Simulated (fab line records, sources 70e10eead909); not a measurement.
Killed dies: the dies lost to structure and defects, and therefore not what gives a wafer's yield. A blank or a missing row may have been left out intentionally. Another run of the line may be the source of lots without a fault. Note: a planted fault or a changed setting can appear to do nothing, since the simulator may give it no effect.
fab line records -- flow nandHarc -- part 2 of 2: steps 28 to 38 of 38
record: lots: 5, wafers: 15, lastDay: 30
route steps=1302 shown P_ZERO_WELL@23
lots that met no fault: from a run of the same line without faults
startH: start of the lot's first displayed wafer, in hours after the record's first day -- waitH: time in hours since the lot's previous step -- " the same as in the row above -- L1.1+2: a row that stands for several wafers -- - no value, or no start given -- * or withheld: withheld -- < > ~ a bound
route shown NAME@n: a module of which the file shows steps, and the number in the route of the first -- usual: mean/standard deviation of fault-free wafers -- same: alike in all rows -- chamber/n: place in a boat -- sites: per-site readings -- _std_site: the values' standard deviation -- _edge_site: mean of outer sites minus mean of inner sites -- radiusMm: how far each site lies from the wafer's centre -- mask NAME#n: copy n -- behind: tool/chamber where the wafer was last shaped -- hold: why the lot was held/for how many hours/how that ended -- device: the transistor (n, p or np) that didn't switch -- end of line: the tests these same wafers got at the end of their route -- step lacking rows: just its recipe -- killed: at the first sort, the dies lost to defects and structure; wafer yield is something else -- map: dies across one wafer; x = killed, . = not, _ = none there
set.NAME: the run value of the setting; set.NAME@STEP: its run value at that earlier step -- model.NAME: the simulator's own value behind a step, which no gauge read
a table for each step, a row for each wafer; lots at some steps of the route
services: when a tool's chamber went out of use (startH, in hours from the record's first day, below 0 if earlier), for how many hours, and the reason
== steps ==
step: NHARC_P_ZERO_WELL_STRIP_41
recipe: timeS: 840, tempC: 130, chemistry: SPM
usual: bathGuardTempC: 130.0/0.53, tempC: 130.02/0.14
lot.wafer,tool,chamber,startH,waitH,bathGuardTempC,tempC
L084.3,wetBench-07,7,125.02,0.1,129.5,129.93
L084.5,wetBench-07,2,125.02,0.1,129.1,129.60
L084.2,wetBench-07,3,125.02,0.1,128.9,129.74
L085.6,wetBench-06,7,135.18,0.0,130.4,129.95
L085.4,wetBench-06,2,135.18,0.0,130.5,130.09
L085.1,wetBench-06,3,135.18,0.0,130.0,129.91
L089.2,wetBench-02,7,175.16,0.2,129.9,129.49
L089.3,wetBench-02,1,175.16,0.2,129.8,130.12
L089.5,wetBench-02,2,175.16,0.2,131.1,130.02
L090.5,wetBench-06,4,185.42,0.1,130.2,129.89
L090.2,wetBench-06,6,185.42,0.1,130.4,130.04
L090.4,wetBench-06,0,185.42,0.1,129.8,130.12
L091.3,wetBench-02,0,194.97,0.1,130.3,130.25
L091.2,wetBench-02,2,194.97,0.1,130.9,130.03
L091.4,wetBench-02,3,194.97,0.1,130.2,130.14
step: NHARC_P_ZERO_WELL_DEHYDRATE_44
recipe: tempC: 150, timeS: 120
usual: chillPlateTempC: 22.98/0.09
lot.wafer,tool,chamber,startH,waitH,chillPlateTempC
L084.2,lithoTrack-07,0,125.35,-,23.03
L084.3,lithoTrack-07,0,125.35,-,22.93
L084.5,lithoTrack-07,0,125.35,-,23.06
L085.1,lithoTrack-03,0,135.51,-,23.04
L085.4,lithoTrack-03,0,135.51,-,23.02
L085.6,lithoTrack-03,0,135.51,-,22.86
L089.2,lithoTrack-02,0,175.53,-,23.01
L089.3,lithoTrack-02,0,175.53,-,23.23
L089.5,lithoTrack-02,0,175.53,-,23.08
L090.2,lithoTrack-02,0,185.76,-,22.98
L090.4,lithoTrack-02,0,185.76,-,22.90
L090.5,lithoTrack-02,0,185.76,-,22.94
L091.2,lithoTrack-03,0,195.30,-,22.93
L091.3,lithoTrack-03,0,195.30,-,23.01
L091.4,lithoTrack-03,0,195.30,-,22.97
step: NHARC_P_ZERO_WELL_HMDS_45
recipe: timeS: 30
usual: chillPlateTempC: 22.97/0.097
lot.wafer,tool,chamber,startH,waitH,chillPlateTempC
L084.2,lithoTrack-07,0,-,-,22.84
L084.3,lithoTrack-07,0,-,-,22.83
L084.5,lithoTrack-07,0,-,-,22.92
L085.1,lithoTrack-03,0,-,-,22.99
L085.4,lithoTrack-03,0,-,-,22.93
L085.6,lithoTrack-03,0,-,-,23.02
L089.2,lithoTrack-02,0,-,-,23.05
L089.3,lithoTrack-02,0,-,-,22.92
L089.5,lithoTrack-02,0,-,-,23.06
L090.2,lithoTrack-02,0,-,-,23.12
L090.4,lithoTrack-02,0,-,-,23.03
L090.5,lithoTrack-02,0,-,-,22.91
L091.2,lithoTrack-03,0,-,-,22.95
L091.3,lithoTrack-03,0,-,-,23.07
L091.4,lithoTrack-03,0,-,-,23.20
step: NHARC_P_ZERO_WELL_COAT_46
recipe: spinRpm: withheld
usual: chillPlateTempC: 22.97/0.12
lot.wafer,tool,chamber,startH,waitH,chillPlateTempC
L084.2,lithoTrack-07,0,-,-,22.88
L084.3,lithoTrack-07,0,-,-,23.02
L084.5,lithoTrack-07,0,-,-,23.16
L085.1,lithoTrack-03,0,-,-,22.84
L085.4,lithoTrack-03,0,-,-,22.89
L085.6,lithoTrack-03,0,-,-,22.66
L089.2,lithoTrack-02,0,-,-,22.84
L089.3,lithoTrack-02,0,-,-,22.89
L089.5,lithoTrack-02,0,-,-,23.07
L090.2,lithoTrack-02,0,-,-,23.07
L090.4,lithoTrack-02,0,-,-,22.94
L090.5,lithoTrack-02,0,-,-,23.15
L091.2,lithoTrack-03,0,-,-,23.25
L091.3,lithoTrack-03,0,-,-,22.98
L091.4,lithoTrack-03,0,-,-,22.98
step: NHARC_P_ZERO_WELL_SOFTBAKE_47
recipe: tempC: 122, timeS: 95
usual: chillPlateTempC: 23.00/0.1
lot.wafer,tool,chamber,startH,waitH,chillPlateTempC
L084.2,lithoTrack-07,0,-,-,23.02
L084.3,lithoTrack-07,0,-,-,23.17
L084.5,lithoTrack-07,0,-,-,23.04
L085.1,lithoTrack-03,0,-,-,23.04
L085.4,lithoTrack-03,0,-,-,22.94
L085.6,lithoTrack-03,0,-,-,23.03
L089.2,lithoTrack-02,0,-,-,23.11
L089.3,lithoTrack-02,0,-,-,23.14
L089.5,lithoTrack-02,0,-,-,22.96
L090.2,lithoTrack-02,0,-,-,23.08
L090.4,lithoTrack-02,0,-,-,23.22
L090.5,lithoTrack-02,0,-,-,22.95
L091.2,lithoTrack-03,0,-,-,23.06
L091.3,lithoTrack-03,0,-,-,23.02
L091.4,lithoTrack-03,0,-,-,23.14
step: NHARC_P_ZERO_WELL_EBR_48
usual: chillPlateTempC: 22.99/0.12
lot.wafer,tool,chamber,startH,waitH,chillPlateTempC
L084.2,lithoTrack-07,0,-,-,22.95
L084.3,lithoTrack-07,0,-,-,23.09
L084.5,lithoTrack-07,0,-,-,23.05
L085.1,lithoTrack-03,0,-,-,22.98
L085.4,lithoTrack-03,0,-,-,23.09
L085.6,lithoTrack-03,0,-,-,23.00
L089.2,lithoTrack-02,0,-,-,22.90
L089.3,lithoTrack-02,0,-,-,23.15
L089.5,lithoTrack-02,0,-,-,22.94
L090.2,lithoTrack-02,0,-,-,22.77
L090.4,lithoTrack-02,0,-,-,22.99
L090.5,lithoTrack-02,0,-,-,22.90
L091.2,lithoTrack-03,0,-,-,22.97
L091.3,lithoTrack-03,0,-,-,22.81
L091.4,lithoTrack-03,0,-,-,22.90
step: NHARC_P_ZERO_WELL_EXPOSE_49
recipe: na: 0.6, targetCdNm: 2000, doseMj: 22.64, maskId: P_HVPW
usual: focusOffsetNm: 0.0/0.46
lot.wafer,tool,chamber,startH,waitH,mask,focusOffsetNm
L084.2,krfScanner-04,0,125.51,-,P_HVPW#0,-0.5
L084.3,krfScanner-04,0,125.51,-,P_HVPW#0,0.3
L084.5,krfScanner-04,0,125.51,-,P_HVPW#0,-0.2
L085.1,krfScanner-02,0,135.78,-,P_HVPW#0,0.1
L085.4,krfScanner-02,0,135.78,-,P_HVPW#0,0.1
L085.6,krfScanner-02,0,135.78,-,P_HVPW#0,0.5
L089.2,krfScanner-04,0,175.80,-,P_HVPW#0,-0.3
L089.3,krfScanner-04,0,175.80,-,P_HVPW#0,1.0
L089.5,krfScanner-04,0,175.80,-,P_HVPW#0,-0.4
L090.2,krfScanner-01,0,186.03,-,P_HVPW#0,0.5
L090.4,krfScanner-01,0,186.03,-,P_HVPW#0,-0.1
L090.5,krfScanner-01,0,186.03,-,P_HVPW#0,0.1
L091.2,krfScanner-01,0,195.45,-,P_HVPW#0,0.0
L091.3,krfScanner-01,0,195.45,-,P_HVPW#0,-0.1
L091.4,krfScanner-01,0,195.45,-,P_HVPW#0,-0.1
step: NHARC_P_ZERO_WELL_PEB_50
recipe: pebTempC: 118, pebTimeS: 85
usual: chillPlateTempC: 22.99/0.11
lot.wafer,tool,chamber,startH,waitH,chillPlateTempC
L084.2,lithoTrack-03,0,125.57,0.1,22.97
L084.3,lithoTrack-03,0,125.57,0.1,22.90
L084.5,lithoTrack-03,0,125.57,0.1,22.89
L085.1,lithoTrack-07,0,135.84,0.1,23.06
L085.4,lithoTrack-07,0,135.84,0.1,22.99
L085.6,lithoTrack-07,0,135.84,0.1,22.88
L089.2,lithoTrack-03,0,175.86,0.1,22.88
L089.3,lithoTrack-03,0,175.86,0.1,22.88
L089.5,lithoTrack-03,0,175.86,0.1,22.73
L090.2,lithoTrack-03,0,186.09,0.1,23.00
L090.4,lithoTrack-03,0,186.09,0.1,23.00
L090.5,lithoTrack-03,0,186.09,0.1,23.06
L091.2,lithoTrack-07,0,195.51,0.1,22.87
L091.3,lithoTrack-07,0,195.51,0.1,23.05
L091.4,lithoTrack-07,0,195.51,0.1,23.03
step: NHARC_P_ZERO_WELL_DEVELOP_51
recipe: timeS: 70
usual: chillPlateTempC: 23.01/0.088
lot.wafer,tool,chamber,startH,waitH,chillPlateTempC
L084.2,lithoTrack-03,0,-,-,22.94
L084.3,lithoTrack-03,0,-,-,22.93
L084.5,lithoTrack-03,0,-,-,23.07
L085.1,lithoTrack-07,0,-,-,23.13
L085.4,lithoTrack-07,0,-,-,22.96
L085.6,lithoTrack-07,0,-,-,22.94
L089.2,lithoTrack-03,0,-,-,23.05
L089.3,lithoTrack-03,0,-,-,22.92
L089.5,lithoTrack-03,0,-,-,22.95
L090.2,lithoTrack-03,0,-,-,22.88
L090.4,lithoTrack-03,0,-,-,23.00
L090.5,lithoTrack-03,0,-,-,22.87
L091.2,lithoTrack-07,0,-,-,22.94
L091.3,lithoTrack-07,0,-,-,23.10
L091.4,lithoTrack-07,0,-,-,23.08
step: NHARC_P_ZERO_WELL_CD_MEAS_52
recipe: targetCdNm: 2000, landingEnergyEv: 500
usual: cdNm: 1999.2/2
lot.wafer,tool,chamber,startH,waitH,cdNm
L084.2,cdSem-01,0,125.67,-,2001.3
L084.3,cdSem-01,0,125.67,-,1999.1
L084.5,cdSem-01,0,125.67,-,2001.3
L085.1,cdSem-01,0,135.93,-,2001.1
L085.4,cdSem-01,0,135.93,-,1999.6
L085.6,cdSem-01,0,135.93,-,1999.9
L089.2,cdSem-03,0,175.96,-,1999.8
L089.3,cdSem-03,0,175.96,-,2000.4
L089.5,cdSem-03,0,175.96,-,2000.6
L090.2,cdSem-03,0,186.18,-,2001.3
L090.4,cdSem-03,0,186.18,-,2000.3
L090.5,cdSem-03,0,186.18,-,2001.2
L091.2,cdSem-01,0,195.61,-,2000.1
L091.3,cdSem-01,0,195.61,-,2002.5
L091.4,cdSem-01,0,195.61,-,2001.7
step: NHARC_P_ZERO_WELL_HARDBAKE_53
recipe: tempC: 125, timeS: 80
usual: chillPlateTempC: 22.99/0.1
lot.wafer,tool,chamber,startH,waitH,chillPlateTempC
L084.2,lithoTrack-02,0,125.75,-,23.11
L084.3,lithoTrack-02,0,125.75,-,23.22
L084.5,lithoTrack-02,0,125.75,-,22.92
L085.1,lithoTrack-03,0,136.01,-,23.13
L085.4,lithoTrack-03,0,136.01,-,23.04
L085.6,lithoTrack-03,0,136.01,-,23.15
L089.2,lithoTrack-02,0,176.04,-,23.16
L089.3,lithoTrack-02,0,176.04,-,23.07
L089.5,lithoTrack-02,0,176.04,-,22.96
L090.2,lithoTrack-07,0,186.26,-,22.99
L090.4,lithoTrack-07,0,186.26,-,22.94
L090.5,lithoTrack-07,0,186.26,-,22.98
L091.2,lithoTrack-03,0,195.69,-,22.92
L091.3,lithoTrack-03,0,195.69,-,23.04
L091.4,lithoTrack-03,0,195.69,-,22.80
== services ==
tool,chamber,startH,hours,kind
lithoTrack-03,-,100.00,7.0,pm
krfScanner-04,-,100.84,0.2,repair
rieDiel-10,0,101.12,-,clean
rieDiel-10,1,101.12,-,clean
rieDiel-10,2,101.12,-,clean
rieDiel-10,3,101.12,-,clean
rieDiel-05,0,110.81,-,clean
rieDiel-05,1,110.81,-,clean
rieDiel-05,2,110.81,-,clean
krfScanner-01,-,115.96,1.7,repair
krfScanner-01,-,119.15,0.5,repair
krfScanner-02,-,129.66,3.4,repair
krfScanner-01,-,133.53,3.1,repair
krfScanner-01,-,140.00,4.0,pm
implanter-02,-,144.53,5.3,repair
implanter-02,-,149.83,13.0,pm
rieDiel-05,2,151.25,8.9,repair
implanter-01,-,152.70,1.6,repair
krfScanner-01,-,156.86,1.2,repair
wetBench-07,-,160.00,8.0,pm
rieDiel-04,-,178.68,9.0,pm
krfScanner-04,-,182.01,4.0,pm
wetBench-06,-,193.63,8.0,pm
krfScanner-02,-,193.67,0.4,repair
